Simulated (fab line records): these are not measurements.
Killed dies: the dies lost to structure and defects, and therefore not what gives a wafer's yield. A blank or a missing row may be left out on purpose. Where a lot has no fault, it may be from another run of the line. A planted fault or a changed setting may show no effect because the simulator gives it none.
Which tool was responsible?    flow n5 finfet    30 wafers from 10 lots sampled at 5 of the route's 1938 steps

## WHAT THE GAUGES SHOWED, per wafer
N5_MOL_CONTACT_COAG_OVL_MEAS_41. Usual: VD_OVL typically reads 0.0 nm, with standard deviation 0.67.
lot   measured      on          VD_OVL (nm)     flag
L275  day 5 16:58   overlay-01  0.7 0.6 0.9     
L276  day 6 02:52   overlay-01  -0.4 -0.9 0.7   
L277  day 6 13:55   overlay-02  0.7 -0.5 0.2    
L278  day 6 14:52   overlay-02  -0.5 -1.2 0.1   
L280  day 6 21:26   overlay-02  1.1 0.9 -0.2    
L284  day 7 20:52   overlay-01  -1.4 -0.4 -1.0  
L285  day 8 03:45   overlay-02  -0.9 0.2 0.5    
L291  day 9 14:41   overlay-02  -0.5 0.6 -0.2   
L293  day 10 03:06  overlay-02  -0.6 -0.8 -0.5  
L296  day 11 00:17  overlay-02  0.7 -0.7 -0.2   

N5_BEOL_M4_RC_MEAS_101. Usual: DIBL_N 36.4 mV/V, standard deviation 1.7; DIBL_P 36.4 mV/V, standard deviation 2.1; IOFF_N 0.16 nA/um, standard deviation 0.035; IOFF_P 0.21 nA/um, standard deviation 0.035; ION_N 680 uA/um, standard deviation 11; ION_P 465 uA/um, standard deviation 6.8; SS_N 71.5 mV/dec, standard deviation 0.58; SS_P 73.2 mV/dec, standard deviation 0.72; VT_N 249 mV, standard deviation 3.6; VT_P -250 mV, standard deviation 3.1.
lot   measured      on         DIBL_N (mV/V)   DIBL_P (mV/V)   IOFF_N (nA/um)  IOFF_P (nA/um)  ION_N (uA/um)  ION_P (uA/um)  SS_N (mV/dec)   SS_P (mV/dec)   VT_N (mV)    VT_P (mV)       flag
L275  day 8 13:37   prober-01  36.0 35.2 37.9  37.7 36.5 39.5  0.17 0.16 0.22  0.24 0.22 0.28  685 686 693    469 471 476    71.2 71.3 72.1  73.6 73.5 74.4  248 249 247  -250 -250 -246  
L276  day 8 23:29   prober-01  35.5 36.5 34.6  36.7 37.4 35.5  0.17 0.20 0.16  0.22 0.23 0.19  701 691 686    472 463 464    71.6 71.4 71.5  73.9 73.5 73.5  246 246 250  -246 -246 -251  
L277  day 9 21:58   prober-02  35.7 34.6 36.0  37.8 35.9 37.8  0.17 0.14 0.18  0.19 0.17 0.20  678 662 680    457 451 459    71.7 71.5 71.9  73.8 73.2 74.4  250 252 247  -254 -256 -251  
L278  day 9 17:30   prober-02  37.9 35.0 37.2  39.1 34.9 37.8  0.19 0.13 0.16  0.23 0.17 0.21  686 666 669    461 458 459    72.5 70.4 71.7  74.7 73.3 73.2  247 255 251  -251 -254 -252  
L280  day 10 00:14  prober-02  36.7 32.4 36.7  38.2 33.1 37.7  0.19 0.12 0.19  0.24 0.16 0.23  682 671 682    472 461 465    72.0 71.7 71.5  74.0 72.1 73.9  244 254 246  -249 -253 -250  
L284  day 10 17:04  prober-02  37.5 37.0 38.2  39.5 37.7 39.3  0.18 0.16 0.19  0.23 0.20 0.22  680 662 677    463 456 458    71.6 71.4 71.7  74.5 73.6 74.7  249 250 247  -249 -251 -249  
L285  day 11 07:11  prober-01  35.3 35.7 36.4  34.5 34.5 34.9  0.14 0.15 0.16  0.18 0.20 0.20  679 679 678    463 461 459    71.1 71.2 71.6  72.3 72.8 73.1  250 248 247  -252 -249 -252  
L291  day 12 14:55  prober-02  34.0 37.2 35.8  33.9 36.5 35.5  0.12 0.16 0.14  0.15 0.19 0.18  664 674 676    457 458 464    71.4 71.8 70.8  72.0 72.7 72.2  256 250 252  -253 -252 -255  
L293  day 13 14:23  prober-01  36.7 35.4 35.4  38.0 35.9 36.5  0.19 0.17 0.18  0.23 0.19 0.19  681 684 690    460 460 466    71.7 71.5 71.6  73.4 73.1 73.5  245 246 248  -249 -253 -254  
L296  day 13 21:46  prober-01  36.0 34.6 38.6  36.2 33.8 39.1  0.16 0.12 0.21  0.23 0.19 0.28  678 665 692    470 464 469    71.7 71.1 72.3  72.8 72.1 74.4  248 252 247  -249 -251 -247  

## WHAT TOOL EACH LOT RAN ON (gives the tool, then ch and the chambers of the sampled wafers, and finally the start)
lot   N5_MOL_CONTACT_COAG_ALD_123        N5_MOL_CONTACT_COAG_ETCHBACK_135    N5_MOL_CONTACT_COAG_COAT_64
L275  ald sin-03 ch 1,2, day 5 14:24     rie diel-01 ch 0,1,2, day 5 16:15   litho track-01 ch 0, day 5 16:40
L276  ald sin-03 ch 0,1,2, day 6 00:00   rie diel-02 ch 1,2, day 6 02:00     litho track-04 ch 0, day 6 02:25
L277  ald sin-04 ch 0,1,3, day 6 11:19   rie diel-01 ch 0,1,2, day 6 12:52   litho track-04 ch 0, day 6 13:29
L278  ald sin-04 ch 2,3, day 6 12:23     rie diel-02 ch 0,1,3, day 6 14:01   litho track-04 ch 0, day 6 14:26
L280  ald sin-04 ch 1,3, day 6 19:01     rie diel-01 ch 0,1,3, day 6 20:35   litho track-04 ch 0, day 6 21:00
L284  ald sin-04 ch 1,2,3, day 7 18:22   rie diel-04 ch 0,1,3, day 7 20:00   litho track-01 ch 0, day 7 20:25
L285  ald sin-02 ch 0,1,3, day 8 01:23   rie diel-01 ch 0,2,3, day 8 02:54   litho track-04 ch 0, day 8 03:19
L291  ald sin-03 ch 0,1,3, day 9 11:59   rie diel-02 ch 0,1,3, day 9 13:50   litho track-01 ch 0, day 9 14:15
L293  ald sin-04 ch 0,1,2, day 10 00:44  rie diel-04 ch 0,1,3, day 10 02:16  litho track-01 ch 0, day 10 02:40
L296  ald sin-03 ch 0,1, day 10 21:45    rie diel-01 ch 2,3, day 10 23:26    litho track-04 ch 0, day 10 23:51
- N5_MOL_CONTACT_COAG_ALD_123: deposits SiNx, target thk 5 nm, pulse time 1 s, purge time 2 s.
- N5_MOL_CONTACT_COAG_ETCHBACK_135: etches SiO2 in CHF3, target depth 25 nm, time 16.7 s.
- N5_MOL_CONTACT_COAG_COAT_64: time 60 s, resist thk 10 nm.

## WHAT THE TOOLS THEMSELVES READ (means of the sampled wafers that have a number; where no wafer has one, the mark that the record gives instead)
N5_MOL_CONTACT_COAG_ALD_123. Usual: heater power outer w 535 W, standard deviation 59; heater power w 862 W, standard deviation 82; precursor pulse height rel 1.003, standard deviation 0.019.
lot   tool        heater power outer w (W)  heater power w (W)  precursor pulse height rel  flag
L275  ald sin-03  566                       881                 0.998                       
L276  ald sin-03  531                       838                 1.012                       
L277  ald sin-04  555                       895                 1.008                       
L278  ald sin-04  542                       849                 1.007                       
L280  ald sin-04  525                       841                 1.015                       
L284  ald sin-04  526                       841                 1.014                       
L285  ald sin-02  487                       806                 0.998                       
L291  ald sin-03  498                       834                 1.000                       
L293  ald sin-04  552                       888                 1.005                       
L296  ald sin-03  520                       848                 0.995                       

N5_MOL_CONTACT_COAG_ETCHBACK_135. Usual: bias w 170.0 W, standard deviation 0.57; drypump motor current A 5.7 A, standard deviation 0.54; oes product au 0.78 a.u., standard deviation 0.059; rf vpp V 522 V, standard deviation 9.4; showerhead plenum p Torr 2.38 Torr, standard deviation 0.064; throttle valve pct 18.76 %, standard deviation 0.26.
lot   tool         bias w (W)  drypump motor current A (A)  oes product au (a.u.)  rf vpp V (V)  showerhead plenum p Torr (Torr)  throttle valve pct (%)  flag
L275  rie diel-01  169.7       5.3                          0.85                   523           2.39                             18.64                   
L276  rie diel-02  169.9       6.3                          0.75                   530           2.42                             18.88                   
L277  rie diel-01  170.2       5.3                          0.85                   522           2.39                             18.66                   
L278  rie diel-02  170.1       5.7                          0.74                   519           2.40                             19.02                   
L280  rie diel-01  170.2       5.7                          0.85                   516           2.43                             18.53                   
L284  rie diel-04  169.9       6.0                          0.73                   529           2.30                             19.03                   
L285  rie diel-01  170.4       5.6                          0.83                   520           2.38                             18.56                   
L291  rie diel-02  170.0       5.7                          0.72                   519           2.39                             19.06                   
L293  rie diel-04  170.1       6.0                          0.72                   527           2.29                             19.07                   
L296  rie diel-01  169.9       5.5                          0.78                   528           2.33                             18.55                   

N5_MOL_CONTACT_COAG_COAT_64. Usual: spin speed rpm 1500.1 rpm, standard deviation 0.96.
lot   tool            spin speed rpm (rpm)  flag
L275  litho track-01  1499.3                
L276  litho track-04  1501.1                
L277  litho track-04  1501.8                
L278  litho track-04  1498.7                
L280  litho track-04  1501.0                
L284  litho track-01  1500.6                
L285  litho track-04  1499.7                
L291  litho track-01  1591.6                OFF
L293  litho track-01  1591.7                OFF
L296  litho track-04  1500.1                

## THE ANSWER, worked out from the rows above alone
Rule: a lot counts as off when the mean over its wafers that have a number is more than 3 standard deviations away from the usual mean. A lot without any number at a reading at which 4 lots or more have one is off too. Any other lot the step has rows for is counted as sound. The gauges are gone through in route order, then the tools' own readings, and for those a lot's mean is taken as printed above. At the first step where some lot is off, the reading lying furthest off is the one used; lots without a number count as furthest.
Off, at N5_MOL_CONTACT_COAG_COAT_64 on spin speed rpm: L291, L293.
If a tool, at that step or one of the process steps before it, ran each lot that is off and ran no sound lot following the first of them, it fits. One candidate fits, namely litho track-01 at N5_MOL_CONTACT_COAG_COAT_64. A fault onset in the window from L284 (day 7 20:25, its last sound lot) to L291 (day 9 14:15, its first lot off) fits.
On the lots that are off, the tool's own readings at N5_MOL_CONTACT_COAG_COAT_64 differ by more than 5 times the standard deviation of the sound lots' means, which bears it out; spin speed rpm reads 1591.7 rpm there versus 1500.3 rpm on the sound lots.

## WHAT THE SIMULATOR HAD PUT IN
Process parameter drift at N5_MOL_CONTACT_COAG_COAT_64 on litho track-01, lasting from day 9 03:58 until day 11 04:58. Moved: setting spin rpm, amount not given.
Shown lots that were struck: L291, L293. Same finding as the rule above.
